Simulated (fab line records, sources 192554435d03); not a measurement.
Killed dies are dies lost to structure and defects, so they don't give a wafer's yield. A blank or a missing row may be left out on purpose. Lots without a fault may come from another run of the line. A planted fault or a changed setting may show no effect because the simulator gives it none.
Chamber matching | flow n5_finfet | N5_SDB_ETCH_17 on rie_diel-02: 4 sister chambers
The step etches SiARC in CF4, target depth 23.4 nm, time 39 s. 22 wafers are shown with their chamber, then 11 later ones without.

WAFERS WITH THEIR CHAMBER
wafer  | chamber | drypump_motor_current_A (A) | showerhead_plenum_p_Torr (Torr) | throttle_valve_pct (%)
L075.1 | 2       | 5.6                         | 2.20                            | 16.16
L075.2 | 3       | 5.9                         | 2.17                            | 15.52
L075.3 | 0       | 5.5                         | 2.17                            | 15.13
L077.2 | 3       | 5.8                         | 2.17                            | 15.54
L077.3 | 1       | 4.8                         | 2.05                            | 15.51
L077.4 | 2       | 5.6                         | 2.20                            | 16.16
L078.1 | 2       | 5.6                         | 2.20                            | 16.16
L078.2 | 1       | 4.8                         | 2.05                            | 15.52
L078.5 | 0       | 5.5                         | 2.16                            | 15.15
L079.2 | 3       | 5.9                         | 2.17                            | 15.56
L079.4 | 0       | 5.5                         | 2.16                            | 15.14
L079.5 | 1       | 4.8                         | 2.05                            | 15.53
L084.2 | 0       | 5.5                         | 2.16                            | 15.18
L084.5 | 0       | 5.5                         | 2.16                            | 15.16
L084.6 | 1       | 4.8                         | 2.04                            | 15.56
L088.1 | 3       | 5.8                         | 2.16                            | 15.59
L088.2 | 2       | 5.6                         | 2.19                            | 15.71
L088.4 | 0       | 5.5                         | 2.16                            | 15.18
L089.1 | 1       | 4.8                         | 2.04                            | 15.58
L089.5 | 3       | 5.8                         | 2.16                            | 15.60
L089.6 | 0       | 5.5                         | 2.16                            | 15.19
L091.1 | 3       | 5.8                         | 2.16                            | 15.61

SIGNATURES (means of the wafers above)
reading                  | chamber 0 | chamber 1 | chamber 2 | chamber 3 | scatter within a chamber
drypump_motor_current_A  | 5.500     | 4.800     | 5.600     | 5.833     | 0.0272
showerhead_plenum_p_Torr | 2.1614    | 2.0460    | 2.1975    | 2.1650    | 0.00489
throttle_valve_pct       | 15.1614   | 15.5400   | 16.0475   | 15.5700   | 0.0957
Rule: a wafer's distance from a chamber is the root of the sum, over the readings, of the square of ((its reading less the chamber's mean) divided by the reading's scatter). The wafer belongs to the nearest chamber; if the next one is less than 2 further off, it can't be placed. The scatter: the root of (the sum of the squares of (reading less its chamber's mean) over the shown wafers, divided by (wafers less chambers)).

WAFERS WITHOUT THEIR CHAMBER
wafer  | drypump_motor_current_A (A) | showerhead_plenum_p_Torr (Torr) | throttle_valve_pct (%)
L091.4 | 5.6                         | 2.19                            | 15.72
L091.5 | 5.6                         | 2.19                            | 15.72
L093.2 | 5.5                         | 2.15                            | 15.21
L093.3 | 5.6                         | 2.19                            | 15.73
L093.4 | 5.9                         | 2.16                            | 15.60
L094.1 | 5.6                         | 2.19                            | 15.73
L094.4 | 4.9                         | 2.04                            | 15.59
L094.5 | 5.6                         | 2.19                            | 15.74
L097.1 | 5.7                         | 2.19                            | 15.72
L097.3 | 5.8                         | 2.16                            | 15.61
L097.5 | 5.6                         | 2.19                            | 15.76

WHICH CHAMBER EACH WENT THROUGH
wafer  | from the rows above | in truth
L091.4 | 2                   | 2
L091.5 | 2                   | 2
L093.2 | 0                   | 0
L093.3 | 2                   | 2
L093.4 | 3                   | 3
L094.1 | 2                   | 2
L094.4 | 1                   | 1
L094.5 | 2                   | 2
L097.1 | 2                   | 2
L097.3 | 3                   | 3
L097.5 | 2                   | 2
Placed correctly: 11 of 11. Can't be placed from these rows: 0. Placed wrongly: 0.
